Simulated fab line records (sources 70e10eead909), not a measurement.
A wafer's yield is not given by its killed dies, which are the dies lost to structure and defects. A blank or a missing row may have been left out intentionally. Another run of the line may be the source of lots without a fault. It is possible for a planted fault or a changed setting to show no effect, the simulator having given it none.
Which tool was responsible? :: flow nandHarc :: 12 lots, 36 wafers sampled, at 6 steps of a route of 1302

WHAT THE GAUGES SHOWED, per wafer
NHARC_A_CHANNEL_HOLE_D2_OVL_MEAS_11. Usual: overlayXNm -0.1 nm, standard deviation 0.79; overlayYNm 0.2 nm, standard deviation 0.77.
lot: L290
measured: day 13 04:14
on: overlay-01
overlayXNm (nm): -0.1 -0.6 -0.2
overlayYNm (nm): 0.5 0.6 0.4
flag: 

lot: L292
measured: day 14 09:16
on: overlay-01
overlayXNm (nm): -1.4 -1.1 -1.2
overlayYNm (nm): -0.8 -0.7 -0.8
flag: 

lot: L293
measured: day 14 10:04
on: overlay-01
overlayXNm (nm): 1.0 1.9 1.3
overlayYNm (nm): 0.6 0.7 0.6
flag: 

lot: L295
measured: day 14 21:12
on: overlay-01
overlayXNm (nm): 1.3 1.2 0.8
overlayYNm (nm): 0.5 0.4 -0.1
flag: 

lot: L294
measured: day 14 21:37
on: overlay-01
overlayXNm (nm): -0.6 -0.3 -0.2
overlayYNm (nm): 0.8 0.7 0.3
flag: 

lot: L297
measured: day 16 03:20
on: overlay-02
overlayXNm (nm): -0.8 -1.1 -0.7
overlayYNm (nm): 0.6 1.5 0.7
flag: 

lot: L299
measured: day 17 11:59
on: overlay-02
overlayXNm (nm): -0.4 0.0 0.3
overlayYNm (nm): 1.2 1.1 0.8
flag: 

lot: L301
measured: day 17 12:08
on: overlay-01
overlayXNm (nm): 0.1 -0.2 -0.4
overlayYNm (nm): -0.3 -1.9 -0.9
flag: 

lot: L302
measured: day 18 05:40
on: overlay-02
overlayXNm (nm): 1.1 0.8 0.8
overlayYNm (nm): -0.6 -0.5 -0.1
flag: 

lot: L311
measured: day 21 20:21
on: overlay-01
overlayXNm (nm): -1.4 -1.3 -1.2
overlayYNm (nm): -0.1 -0.1 0.1
flag: 

lot: L312
measured: day 22 12:02
on: overlay-01
overlayXNm (nm): -0.9 -0.6 -0.4
overlayYNm (nm): 0.9 0.8 0.7
flag: 

lot: L313
measured: day 22 13:31
on: overlay-02
overlayXNm (nm): 0.3 0.5 0.2
overlayYNm (nm): -1.1 -1.6 -0.7
flag: 

NHARC_A_CHANNEL_HOLE_D2_INSPECT_40. Usual: rawDefectCount 287, standard deviation 95.
lot: L290
measured: day 13 11:13
on: defectInspect-02
rawDefectCount: 263 297 193
flag: 

lot: L292
measured: day 14 16:15
on: defectInspect-01
rawDefectCount: 349 257 203
flag: 

lot: L293
measured: day 14 20:26
on: defectInspect-01
rawDefectCount: 148 167 215
flag: 

lot: L295
measured: day 15 07:02
on: defectInspect-01
rawDefectCount: 259 441 362
flag: 

lot: L294
measured: day 15 08:40
on: defectInspect-02
rawDefectCount: 214 174 201
flag: 

lot: L297
measured: day 16 10:28
on: defectInspect-01
rawDefectCount: 349 338 331
flag: 

lot: L299
measured: day 17 19:11
on: defectInspect-01
rawDefectCount: 228 297 271
flag: 

lot: L301
measured: day 17 22:58
on: defectInspect-01
rawDefectCount: 254 290 415
flag: 

lot: L302
measured: day 18 12:40
on: defectInspect-01
rawDefectCount: 276 179 283
flag: 

lot: L311
measured: day 22 03:23
on: defectInspect-02
rawDefectCount: 680 725 708
flag: OFF

lot: L312
measured: day 22 19:15
on: defectInspect-01
rawDefectCount: 632 687 680
flag: OFF

lot: L313
measured: day 22 20:29
on: defectInspect-01
rawDefectCount: 307 402 338
flag: 

NHARC_END_SORT_01. Usual: killedAtArray 54, standard deviation 21; killedAtOther 1.0, standard deviation 1.2; killedAtPeriphery 3.6, standard deviation 2.6; killedDies 58, standard deviation 20; killedOpen 3.3, standard deviation 1.9; killedShort 2.6, standard deviation 1.5.
lot: L311
measured: day 33 02:50
on: prober-01
killedAtArray: 121 86 128
killedAtOther: 0 1 4
killedAtPeriphery: 1 0 2
killedDies: 122 87 134
killedOpen: 5 3 2
killedShort: 1 1 1
flag: 

lot: L312
measured: day 33 21:02
on: prober-01
killedAtArray: 92 106 86
killedAtOther: 1 1 1
killedAtPeriphery: 3 5 5
killedDies: 96 112 92
killedOpen: 4 1 7
killedShort: 6 2 3
flag: 

WHICH TOOL RAN EACH LOT (tool, then ch and the chambers of the sampled wafers, then the start)
lot: L290
NHARC_A_CHANNEL_HOLE_D2_DEP_01: pecvd-04 ch 0,1,2, day 13 03:31
NHARC_A_CHANNEL_HOLE_D2_ETCH_38: rieDiel-04 ch 0,1,2, day 13 04:26
NHARC_A_CHANNEL_HOLE_D2_ETCH_27: harEtch-02 ch 0,1, day 13 09:34

lot: L292
NHARC_A_CHANNEL_HOLE_D2_DEP_01: pecvd-02 ch 0,1,2, day 14 08:29
NHARC_A_CHANNEL_HOLE_D2_ETCH_38: rieDiel-11 ch 1,2,3, day 14 09:28
NHARC_A_CHANNEL_HOLE_D2_ETCH_27: harEtch-01 ch 0,1, day 14 14:31

lot: L293
NHARC_A_CHANNEL_HOLE_D2_DEP_01: pecvd-02 ch 0,1,2, day 14 09:14
NHARC_A_CHANNEL_HOLE_D2_ETCH_38: rieDiel-04 ch 0,1,2, day 14 10:16
NHARC_A_CHANNEL_HOLE_D2_ETCH_27: harEtch-01 ch 0,1, day 14 18:47

lot: L295
NHARC_A_CHANNEL_HOLE_D2_DEP_01: pecvd-01 ch 0,2, day 14 20:31
NHARC_A_CHANNEL_HOLE_D2_ETCH_38: rieDiel-11 ch 1,2, day 14 21:23
NHARC_A_CHANNEL_HOLE_D2_ETCH_27: harEtch-02 ch 0,1, day 15 05:19

lot: L294
NHARC_A_CHANNEL_HOLE_D2_DEP_01: pecvd-04 ch 0,2, day 14 20:50
NHARC_A_CHANNEL_HOLE_D2_ETCH_38: rieDiel-04 ch 1,2,3, day 14 21:48
NHARC_A_CHANNEL_HOLE_D2_ETCH_27: harEtch-01 ch 0,1, day 15 06:52

lot: L297
NHARC_A_CHANNEL_HOLE_D2_DEP_01: pecvd-02 ch 0,1,2, day 16 02:32
NHARC_A_CHANNEL_HOLE_D2_ETCH_38: rieDiel-11 ch 1,3, day 16 03:31
NHARC_A_CHANNEL_HOLE_D2_ETCH_27: harEtch-02 ch 0,1, day 16 08:37

lot: L299
NHARC_A_CHANNEL_HOLE_D2_DEP_01: pecvd-01 ch 0,1,2, day 17 11:02
NHARC_A_CHANNEL_HOLE_D2_ETCH_38: rieDiel-04 ch 2,3, day 17 12:10
NHARC_A_CHANNEL_HOLE_D2_ETCH_27: harEtch-01 ch 0,1, day 17 17:30

lot: L301
NHARC_A_CHANNEL_HOLE_D2_DEP_01: pecvd-04 ch 0,1,2, day 17 11:05
NHARC_A_CHANNEL_HOLE_D2_ETCH_38: rieDiel-04 ch 1,2, day 17 12:26
NHARC_A_CHANNEL_HOLE_D2_ETCH_27: harEtch-02 ch 0,1, day 17 21:16

lot: L302
NHARC_A_CHANNEL_HOLE_D2_DEP_01: pecvd-01 ch 1,2, day 18 04:46
NHARC_A_CHANNEL_HOLE_D2_ETCH_38: rieDiel-04 ch 0,2,3, day 18 05:52
NHARC_A_CHANNEL_HOLE_D2_ETCH_27: harEtch-02 ch 0,1, day 18 10:56

lot: L311
NHARC_A_CHANNEL_HOLE_D2_DEP_01: pecvd-02 ch 0,1, day 21 19:33
NHARC_A_CHANNEL_HOLE_D2_ETCH_38: rieDiel-11 ch 0,1,2, day 21 20:32
NHARC_A_CHANNEL_HOLE_D2_ETCH_27: harEtch-01 ch 0,1, day 22 01:40

lot: L312
NHARC_A_CHANNEL_HOLE_D2_DEP_01: pecvd-02 ch 0,1,2, day 22 11:14
NHARC_A_CHANNEL_HOLE_D2_ETCH_38: rieDiel-11 ch 0,1, day 22 12:16
NHARC_A_CHANNEL_HOLE_D2_ETCH_27: harEtch-02 ch 0,1, day 22 17:31

lot: L313
NHARC_A_CHANNEL_HOLE_D2_DEP_01: pecvd-02 ch 0,1, day 22 12:44
NHARC_A_CHANNEL_HOLE_D2_ETCH_38: rieDiel-04 ch 0,1,3, day 22 13:41
NHARC_A_CHANNEL_HOLE_D2_ETCH_27: harEtch-01 ch 0,1, day 22 18:45
- NHARC_A_CHANNEL_HOLE_D2_DEP_01: deposits SiON, target thk 140 nm.
- NHARC_A_CHANNEL_HOLE_D2_ETCH_38: etches the open film in CF4, target depth 39 nm, time 65 s.
- NHARC_A_CHANNEL_HOLE_D2_ETCH_27: etches the open film in C4F8/O2/Ar, time 90 s, target depth 400 nm.

AS READ BY THE TOOLS THEMSELVES (means over the sampled wafers that have a number; for cases with no such wafer, the mark the record gives instead)
NHARC_A_CHANNEL_HOLE_D2_DEP_01. Usual: heaterPowerW 748 W, standard deviation 67.
lot: L290
tool: pecvd-04
heaterPowerW (W): 792
flag: 

lot: L292
tool: pecvd-02
heaterPowerW (W): 799
flag: 

lot: L293
tool: pecvd-02
heaterPowerW (W): 736
flag: 

lot: L295
tool: pecvd-01
heaterPowerW (W): 767
flag: 

lot: L294
tool: pecvd-04
heaterPowerW (W): 727
flag: 

lot: L297
tool: pecvd-02
heaterPowerW (W): 750
flag: 

lot: L299
tool: pecvd-01
heaterPowerW (W): 741
flag: 

lot: L301
tool: pecvd-04
heaterPowerW (W): 751
flag: 

lot: L302
tool: pecvd-01
heaterPowerW (W): 789
flag: 

lot: L311
tool: pecvd-02
heaterPowerW (W): 786
flag: 

lot: L312
tool: pecvd-02
heaterPowerW (W): 699
flag: 

lot: L313
tool: pecvd-02
heaterPowerW (W): 711
flag: 

NHARC_A_CHANNEL_HOLE_D2_ETCH_38. Usual: drypumpMotorCurrentA 5.9 A, standard deviation 0.43; oesProductAu 1.002 a.u., standard deviation 0.012; rfVppV 151.5 V, standard deviation 1.1; showerheadPlenumPTorr 1.78 Torr, standard deviation 0.064; throttleValvePct 13.283 %, standard deviation 0.0093.
lot: L290
tool: rieDiel-04
drypumpMotorCurrentA (A): 5.9
oesProductAu (a.u.): 1.000
rfVppV (V): 150.9
showerheadPlenumPTorr (Torr): 1.72
throttleValvePct (%): 13.279
flag: 

lot: L292
tool: rieDiel-11
drypumpMotorCurrentA (A): 5.9
oesProductAu (a.u.): 1.017
rfVppV (V): 152.0
showerheadPlenumPTorr (Torr): 1.83
throttleValvePct (%): 13.281
flag: 

lot: L293
tool: rieDiel-04
drypumpMotorCurrentA (A): 5.9
oesProductAu (a.u.): 0.997
rfVppV (V): 150.9
showerheadPlenumPTorr (Torr): 1.72
throttleValvePct (%): 13.284
flag: 

lot: L295
tool: rieDiel-11
drypumpMotorCurrentA (A): 5.9
oesProductAu (a.u.): 1.015
rfVppV (V): 152.7
showerheadPlenumPTorr (Torr): 1.87
throttleValvePct (%): 13.275
flag: 

lot: L294
tool: rieDiel-04
drypumpMotorCurrentA (A): 5.8
oesProductAu (a.u.): 1.002
rfVppV (V): 150.8
showerheadPlenumPTorr (Torr): 1.73
throttleValvePct (%): 13.290
flag: 

lot: L297
tool: rieDiel-11
drypumpMotorCurrentA (A): 5.8
oesProductAu (a.u.): 1.000
rfVppV (V): 151.1
showerheadPlenumPTorr (Torr): 1.80
throttleValvePct (%): 13.287
flag: 

lot: L299
tool: rieDiel-04
drypumpMotorCurrentA (A): 5.5
oesProductAu (a.u.): 0.996
rfVppV (V): 151.0
showerheadPlenumPTorr (Torr): 1.75
throttleValvePct (%): 13.280
flag: 

lot: L301
tool: rieDiel-04
drypumpMotorCurrentA (A): 5.9
oesProductAu (a.u.): 1.001
rfVppV (V): 150.7
showerheadPlenumPTorr (Torr): 1.69
throttleValvePct (%): 13.280
flag: 

lot: L302
tool: rieDiel-04
drypumpMotorCurrentA (A): 5.6
oesProductAu (a.u.): 0.998
rfVppV (V): 151.2
showerheadPlenumPTorr (Torr): 1.74
throttleValvePct (%): 13.285
flag: 

lot: L311
tool: rieDiel-11
drypumpMotorCurrentA (A): 6.2
oesProductAu (a.u.): 1.002
rfVppV (V): 152.7
showerheadPlenumPTorr (Torr): 1.85
throttleValvePct (%): 13.285
flag: 

lot: L312
tool: rieDiel-11
drypumpMotorCurrentA (A): 6.2
oesProductAu (a.u.): 1.007
rfVppV (V): 152.6
showerheadPlenumPTorr (Torr): 1.83
throttleValvePct (%): 13.283
flag: 

lot: L313
tool: rieDiel-04
drypumpMotorCurrentA (A): 5.8
oesProductAu (a.u.): 0.992
rfVppV (V): 151.2
showerheadPlenumPTorr (Torr): 1.76
throttleValvePct (%): 13.283
flag: 

NHARC_A_CHANNEL_HOLE_D2_ETCH_27. Usual: drypumpMotorCurrentA 5.5 A, standard deviation 0.31; showerheadPlenumPTorr 3.67 Torr, standard deviation 0.1; throttleValvePct 27.619 %, standard deviation 0.0086.
lot: L290
tool: harEtch-02
drypumpMotorCurrentA (A): 5.7
showerheadPlenumPTorr (Torr): 3.78
throttleValvePct (%): 27.616
flag: 

lot: L292
tool: harEtch-01
drypumpMotorCurrentA (A): 5.3
showerheadPlenumPTorr (Torr): 3.59
throttleValvePct (%): 27.626
flag: 

lot: L293
tool: harEtch-01
drypumpMotorCurrentA (A): 5.3
showerheadPlenumPTorr (Torr): 3.59
throttleValvePct (%): 27.628
flag: 

lot: L295
tool: harEtch-02
drypumpMotorCurrentA (A): 5.7
showerheadPlenumPTorr (Torr): 3.76
throttleValvePct (%): 27.629
flag: 

lot: L294
tool: harEtch-01
drypumpMotorCurrentA (A): 5.3
showerheadPlenumPTorr (Torr): 3.64
throttleValvePct (%): 27.629
flag: 

lot: L297
tool: harEtch-02
drypumpMotorCurrentA (A): 5.9
showerheadPlenumPTorr (Torr): 3.75
throttleValvePct (%): 27.614
flag: 

lot: L299
tool: harEtch-01
drypumpMotorCurrentA (A): 5.3
showerheadPlenumPTorr (Torr): 3.62
throttleValvePct (%): 27.625
flag: 

lot: L301
tool: harEtch-02
drypumpMotorCurrentA (A): 5.7
showerheadPlenumPTorr (Torr): 3.75
throttleValvePct (%): 27.623
flag: 

lot: L302
tool: harEtch-02
drypumpMotorCurrentA (A): 5.9
showerheadPlenumPTorr (Torr): 3.74
throttleValvePct (%): 27.620
flag: 

lot: L311
tool: harEtch-01
drypumpMotorCurrentA (A): 5.3
showerheadPlenumPTorr (Torr): 3.53
throttleValvePct (%): 27.629
flag: 

lot: L312
tool: harEtch-02
drypumpMotorCurrentA (A): 5.9
showerheadPlenumPTorr (Torr): 3.71
throttleValvePct (%): 27.621
flag: 

lot: L313
tool: harEtch-01
drypumpMotorCurrentA (A): 5.3
showerheadPlenumPTorr (Torr): 3.53
throttleValvePct (%): 27.616
flag: 

THE ANSWER, worked out from the rows above alone
Rule: lot off if the mean of its wafers having a number is beyond 3 standard deviations from the usual mean. Also off: a lot with no number at a reading for which 4 or more lots have one. All remaining lots with rows at the step are treated as sound. First the gauges in route order, then the tools' own readings, where a lot's mean is used as printed above. At the first step where some lot is off, the reading lying furthest off is the one used; lots without a number count as furthest.
Off: L311, L312 (NHARC_A_CHANNEL_HOLE_D2_INSPECT_40, rawDefectCount).
If a tool, at a process step before that reading, ran all the lots that are off and no sound lot after the first of them, it fits. Those tools and the gauges at NHARC_A_CHANNEL_HOLE_D2_INSPECT_40 are tried in the same way. One fits: NHARC_A_CHANNEL_HOLE_D2_ETCH_38 on rieDiel-11. A fault onset in the window from L297 (day 16 03:31, its last sound lot) to L311 (day 21 20:32, its first lot off) fits.

WHAT WAS PUT IN BY THE SIMULATOR
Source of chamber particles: rieDiel-11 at NHARC_A_CHANNEL_HOLE_D2_ETCH_38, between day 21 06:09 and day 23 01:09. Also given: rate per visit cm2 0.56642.
Lots struck among those shown: L311, L312. The rule above reached the same finding.
